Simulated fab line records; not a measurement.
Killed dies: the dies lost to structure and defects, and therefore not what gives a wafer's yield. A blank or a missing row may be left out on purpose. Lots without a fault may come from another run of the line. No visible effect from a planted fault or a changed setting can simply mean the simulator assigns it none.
Which of the tools did it? || flow nand-harc || 21 wafers sampled from 7 lots at 1 step of a route of 1302

WHAT THE GAUGES READ, wafer by wafer
NHARC_P_M0_INSPECT_11.
{"lot": "L521", "measured": "day 6 07:23", "on": "defect-inspect-02", "raw-defect-count": "2 4 5"}
{"lot": "L523", "measured": "day 7 11:47", "on": "defect-inspect-01", "raw-defect-count": "8 5 7"}
{"lot": "L525", "measured": "day 7 22:04", "on": "defect-inspect-02", "raw-defect-count": "4 3 4"}
{"lot": "L529", "measured": "day 9 19:02", "on": "defect-inspect-01", "raw-defect-count": "4 4 8"}
{"lot": "L532", "measured": "day 11 03:59", "on": "defect-inspect-02", "raw-defect-count": "5 7 3"}
{"lot": "L539", "measured": "day 14 01:02", "on": "defect-inspect-01", "raw-defect-count": "6 3 6"}
{"lot": "L542", "measured": "day 15 08:57", "on": "defect-inspect-01", "raw-defect-count": "4 6 3"}

EACH LOT AND THE TOOL THAT RAN IT (in order: tool; ch and the chambers of the sampled wafers; start)
There is no process step in the record ahead of these readings.

THE ANSWER, worked out from the rows above alone
Rule: what is usual is taken from the lots themselves. Put in order of their means at a reading, lots are off if they are a third of the lots or fewer, leave a main group of 4 or more, and stand apart from it by a gap of 3 or more times the standard deviation of the main group's means; of several such gaps the widest counts. A main group is skipped when, at the precision printed for the reading in the tables above, its means are all equal. A lot without any number at a reading at which 4 lots or more have one is off too. Where the step has rows for the other lots, those lots are counted as sound.
No lot is off on any of the readings shown, so nothing can be concluded from this.

WHAT THE SIMULATOR HAD INSERTED
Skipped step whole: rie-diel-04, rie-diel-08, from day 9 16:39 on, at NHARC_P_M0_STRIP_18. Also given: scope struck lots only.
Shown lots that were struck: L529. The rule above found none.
